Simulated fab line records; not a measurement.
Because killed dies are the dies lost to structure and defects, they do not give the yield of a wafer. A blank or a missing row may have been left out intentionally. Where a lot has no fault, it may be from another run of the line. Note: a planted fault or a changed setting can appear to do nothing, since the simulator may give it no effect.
A single fault, viewed from 2 desks / flow n5 finfet / each desk has only its own numbers; what lay behind them comes last

THE TOOL OWNER'S DESK: implanter-02
The tool's own readings at N5_WELL_APT_IMPLANT_15, given as means over the sampled wafers that have a number, one for each lot that went through this tool. Any lot whose mean is over 4 standard deviations away from the usual mean is out of limits and marked OUT; that distance is given in the brackets.
Columns: A = beam on s at N5_WELL_APT_IMPLANT_15, usual 10.00 s; B = dose ions cm2 at N5_WELL_APT_IMPLANT_15, usual 1.5001e+13; C = faraday current uA at N5_WELL_APT_IMPLANT_15, usual 190
lot=L497; first seen here=day 2 10:39; A=10.06; B=1.4995e+13; C=190
lot=L499; first seen here=day 2 20:04; A=9.99; B=1.5003e+13; C=191
lot=L510; first seen here=day 5 14:16; A=10.01; B=1.0481e+13 (-99 or more) OUT; C=133 (-15) OUT
lot=L512; first seen here=day 6 01:56; A=10.10; B=1.0513e+13 (-99 or more) OUT; C=132 (-16) OUT
This desk finds L510, L512 out of limits, L510 being first, at day 5 14:16 (dose ions cm2 at N5_WELL_APT_IMPLANT_15). L497, L499: within limits.

METROLOGY DESK
Lot by lot, what the gauges showed, no matter which tool ran the lot: averages of those sampled wafers that carry a number. Any lot whose mean is over 4 standard deviations away from the usual mean is out of limits and marked OUT; that distance is given in the brackets. Of its 13 readings 7 are shown: the one that was out of limits first, and those that lie furthest out on some lot.
Columns: A = cd nm at N5_PMOS_HMC_CHANNEL_EPI_CD_MEAS_09, usual 237.7 nm; B = CJ_P at N5_BEOL_M4_RC_MEAS_101, usual 5.81; C = ION_N at N5_BEOL_M4_RC_MEAS_101, usual 678 uA/um; D = ION_P at N5_BEOL_M4_RC_MEAS_101, usual 462 uA/um; E = SS_N at N5_BEOL_M4_RC_MEAS_101, usual 71.8 mV/dec; F = SS_P at N5_BEOL_M4_RC_MEAS_101, usual 73.5 mV/dec; G = VT_P at N5_BEOL_M4_RC_MEAS_101, usual -250 mV
lot=L494; first seen here=day 1 13:41; A=236.9; B=5.74; C=672; D=455; E=72.2; F=72.9; G=-252
lot=L497; first seen here=day 2 07:34; A=237.0; B=5.84; C=677; D=464; E=72.2; F=73.2; G=-247
lot=L499; first seen here=day 2 19:42; A=238.0; B=5.70; C=680; D=466; E=71.9; F=73.6; G=-249
lot=L503; first seen here=day 3 20:15; A=236.6; B=5.75; C=684; D=468; E=71.0; F=72.6; G=-250
lot=L510; first seen here=day 5 13:46; A=236.7; B=4.84 (-6.1) OUT; C=682; D=459; E=71.5; F=73.5; G=-252
lot=L512; first seen here=day 6 01:34; A=237.4; B=4.92 (-5.5) OUT; C=679; D=468; E=71.8; F=74.4; G=-248
lot=L515; first seen here=day 6 19:51; A=236.9; B=5.89; C=686; D=462; E=72.0; F=73.5; G=-250
lot=L516; first seen here=day 7 01:47; A=238.3; B=5.71; C=665; D=453; E=72.2; F=73.9; G=-254
lot=L517; first seen here=day 7 07:49; A=238.5; B=5.90; C=667; D=457; E=72.1; F=73.3; G=-253
This desk reports L510, L512 out of limits; the earliest was L510 at day 12 03:13 (CJ_P at N5_BEOL_M4_RC_MEAS_101). L494, L497, L499, L503, L515, L516, L517: within limits.

BROUGHT TOGETHER
On L510, L512, at day 5 14:16, an alarm was possible from the tool owner's desk.
The metrology desk could have raised an alarm at day 12 03:13, on L510, L512.
The lots listed all ran N5_WELL_APT_IMPLANT_15 on implanter-02.

WHAT THE SIMULATOR HAD PUT IN
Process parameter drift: implanter-02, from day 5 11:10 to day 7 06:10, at N5_WELL_APT_IMPLANT_15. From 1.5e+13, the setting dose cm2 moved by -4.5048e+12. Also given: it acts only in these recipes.
Shown lots that were struck: L510, L512.
Delay (hours) between the fault's onset and each desk's first out-of-limits reading: 3 at the tool owner's desk, 160 at the metrology desk.
